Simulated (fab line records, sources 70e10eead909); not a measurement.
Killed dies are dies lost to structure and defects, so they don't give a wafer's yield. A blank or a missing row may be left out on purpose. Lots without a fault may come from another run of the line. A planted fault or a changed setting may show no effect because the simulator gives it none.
A struck lot beside a sound one | flow nand_harc | 35 steps out of a route of 1159
Sound: wafers L131.2, L131.3, L131.4. Struck: wafers L147.2, L147.5, L147.6. The cause comes at the end.
At each step with rows: each side's tool, then ch and its chambers, then its first start. Under that, the readings that differ: sound wafers | struck wafers | difference of the means | sigmas: that difference in standard deviations of wafers without a fault.
alike: readings whose means differ by less than 2 such deviations, and words and numbers that are the same on both sides. not compared: withheld readings, readings that some wafer has no value for, bounds like >300 that may hide the same value, and numbers for which the record gives no deviation and whose values overlap.
The two part at a step that has a row with sigmas, a row that says differs or no value, or rows on one side only. Numbers that don't overlap but have no deviation are shown without sigmas and don't part them. A reading that every wafer of one side lacks parts them only if that side has two wafers or more.

first, 2 steps without rows for these wafers: NHARC_P_M0_PEB_07 (peb time 65 s); NHARC_P_M0_DEVELOP_08 (develop time 35 s).
NHARC_P_M0_CD_MEAS_09: target cd 90 nm.
  sound on cd_sem-03 ch 0, day 6 17:24; struck on cd_sem-03 ch 0, day 10 16:37
  alike: cd_nm
NHARC_P_M0_OVL_MEAS_10: pitch 180 nm.
  sound on overlay-02, day 6 17:29; struck on overlay-01, day 10 16:43
  reading           | sound          | struck      | difference | sigmas
  overlay_y_nm (nm) | -0.8 -1.2 -1.1 | 0.2 0.7 0.5 | +1.5       | +2
  alike: overlay_x_nm
NHARC_P_M0_INSPECT_11:
  sound on defect_inspect-02, day 6 17:31; struck on defect_inspect-01, day 10 16:45
  alike: raw_defect_count
NHARC_P_M0_DESCUM_14: chemistry O2, time 3 s.
  sound on rie_diel-12 ch 0,1,3, day 6 17:35; struck on rie_diel-12 ch 1,2, day 10 16:49
  alike: drypump_motor_current_A, oes_product_au, rf_vpp_V, showerhead_plenum_p_Torr, throttle_valve_pct
  not compared: rf_hours_counter_h
then, 1 step without rows for these wafers: NHARC_P_M0_ETCH_34 (etches the open film in N2/H2, target depth 40 nm, overetch 12 nm, time 43.94 s).
NHARC_P_M0_ETCH_15: etches the open film in C4F8/Ar, target depth 150 nm, overetch 15 nm, time 82.5 s.
  sound on rie_diel-12 ch 0,1,2; struck on rie_diel-12 ch 1,2
  alike: oes_product_au, rf_vpp_V
  not compared: rf_hours_counter_h
NHARC_P_M0_CD_MEAS_16:
  sound on cd_sem-02, day 6 17:53; struck on cd_sem-03, day 10 17:07
  alike: cd_nm
NHARC_P_M0_STRIP_18: strips in N2/H2.
  sound on rie_diel-12 ch 0,2,3, day 6 17:57; struck on rie_diel-03 ch 0,1, day 10 17:13
  reading                         | sound                | struck               | difference | sigmas
  showerhead_plenum_p_Torr (Torr) | 1.91 1.92 1.90       | 2.06 2.10 2.06       | +0.16      | +2
  throttle_valve_pct (%)          | 14.169 14.189 14.176 | 14.154 14.168 14.156 | -0.019     | -2
  alike: drypump_motor_current_A, oes_product_au, rf_vpp_V
  not compared: rf_hours_counter_h
then, 2 steps without rows for these wafers: NHARC_P_M0_STRIP_19 (strips in post etch residue remover, time 600 s); NHARC_P_M0_DEGAS_28 (time 60 s).
NHARC_P_M0_PRE_CLEAN_29: time 30 s.
  sound on pvd_sputter-03, day 6 18:33; struck on pvd_sputter-02, day 10 17:48
  alike: heater_power_w
then, 4 steps without rows for these wafers: NHARC_P_M0_PVD_20 (deposits TaN, target thk 5 nm, time 8.06 s); NHARC_P_M0_PVD_21 (deposits Cu, target thk 30 nm, time 20.49 s); NHARC_P_M0_ECD_22 (material Cu, target thk 400 nm); NHARC_P_M0_ANNEAL_30 (time 90 s).
NHARC_P_M0_CMP_23: polishes, t overpolish 20 s, target thk 117.53 nm.
  sound on cmp-02 ch 1,2,3, day 6 19:51; struck on cmp-02 ch 2,3, day 10 18:54
  alike: motor_current_A, time_to_endpoint_s
NHARC_P_M0_THK_MEAS_24: measures by xrf.
  sound on film_metro-02, day 6 20:10; struck on film_metro-02, day 10 19:13
  alike: thk_nm
then, 2 steps without rows for these wafers: NHARC_P_M0_SRD_25; NHARC_P_M0_PRE_CLEAN_31 (time 12 s).
NHARC_P_M0_DEP_32: deposits SiCN, target thk 30 nm.
  sound on pecvd-01 ch 0,1,2, day 6 20:28; struck on pecvd-04 ch 0,2, day 10 19:34
  alike: heater_power_w
  not compared: since_wet_clean_h
then, 10 steps without rows for these wafers: NHARC_P_M1_DEP_00 (deposits SiOC, target thk 182.5 nm); NHARC_P_M1_DEHYDRATE_01 (time 120 s); NHARC_P_M1_HMDS_02 (time 30 s); NHARC_P_M1_COAT_34 (time 65 s); NHARC_P_M1_COAT_03 (resist thk 90 nm); NHARC_P_M1_SOFTBAKE_04 (time 55 s); NHARC_P_M1_EBR_05; NHARC_P_M1_EXPOSE_06 (exposes mask P M1, target cd 130 nm); NHARC_P_M1_PEB_07 (peb time 65 s); NHARC_P_M1_DEVELOP_08 (develop time 35 s).
NHARC_P_M1_CD_MEAS_09: target cd 130 nm.
  sound on cd_sem-01 ch 0, day 6 21:39; struck on cd_sem-02 ch 0, day 10 20:43
  alike: cd_nm
NHARC_P_M1_OVL_MEAS_10: pitch 260 nm.
  sound on overlay-01, day 6 21:44; struck on overlay-02, day 10 20:49
  alike: overlay_x_nm, overlay_y_nm
-- the record jumps here: 14 days lie between the struck wafers' starts before and after (it left off in module P_M1 and takes up again in module END, whose first step shown is number 1159 of the route) --
NHARC_END_SORT_01:
  the record has rows for the struck wafers here (prober-02 ch 0, day 24 15:17) and none for the sound ones

WHERE THEY PART
First at NHARC_P_M0_OVL_MEAS_10; last, within this record, at NHARC_END_SORT_01.

WHY: what the simulator had put in
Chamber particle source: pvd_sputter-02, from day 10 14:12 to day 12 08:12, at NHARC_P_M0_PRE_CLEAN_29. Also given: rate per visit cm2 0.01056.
